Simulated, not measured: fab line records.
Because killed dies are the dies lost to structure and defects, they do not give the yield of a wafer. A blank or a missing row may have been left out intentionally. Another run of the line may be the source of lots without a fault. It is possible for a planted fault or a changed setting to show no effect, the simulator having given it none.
Matching of chambers | flow n5-finfet | 3 sister chambers for N5_BEOL_M8_ILD_DEP_00 on pecvd-03
The step deposits SiCOH lowk from DEMS/porogen, target thk 179.75 nm, time 33.4 s. 3 wafers are shown with their chamber, then 12 later ones without.

## WAFERS PAIRED WITH THEIR CHAMBERS
wafer  | chamber | heater-power-w (W)
L090.1 | 0       | 339
L091.5 | 1       | 397
L091.6 | 2       | 193

## WAFERS MISSING THEIR CHAMBER
wafer  | heater-power-w (W)
L092.3 | 210
L092.4 | 215
L092.6 | 325
L094.1 | 329
L094.2 | 212
L094.5 | 257
L096.2 | 312
L096.3 | 208
L096.4 | 319
L097.2 | 219
L097.4 | 224
L097.5 | 372

## WHICH CHAMBER EACH WENT THROUGH
wafer  | from the rows above     | in truth
L092.3 | 2                       | 2
L092.4 | 2                       | 2
L092.6 | 0                       | 0
L094.1 | 0                       | 0
L094.2 | 2                       | 2
L094.5 | can't be placed: 2 or 0 | 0
L096.2 | 0                       | 0
L096.3 | 2                       | 2
L096.4 | 0                       | 0
L097.2 | 2                       | 2
L097.4 | 2                       | 2
L097.5 | can't be placed: 1 or 0 | 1
10 of 12 placed correctly. Unplaceable from these rows: 2, with the true chamber sitting among the candidates in 2. Placed wrongly: 0.
How it was worked out, from the rows above alone: a wafer's distance from a chamber is the root of the sum, over the readings, of the square of ((its reading less the chamber's mean) divided by the reading's scatter). If the next closest chamber is less than 2 further off than the closest, the wafer can't be placed; otherwise it belongs to the closest. A chamber's mean is the mean of its shown wafers. The scatter (one wafer shown for each chamber): square how far every hidden wafer sits from the nearest shown wafer, average those squares and take the square root.
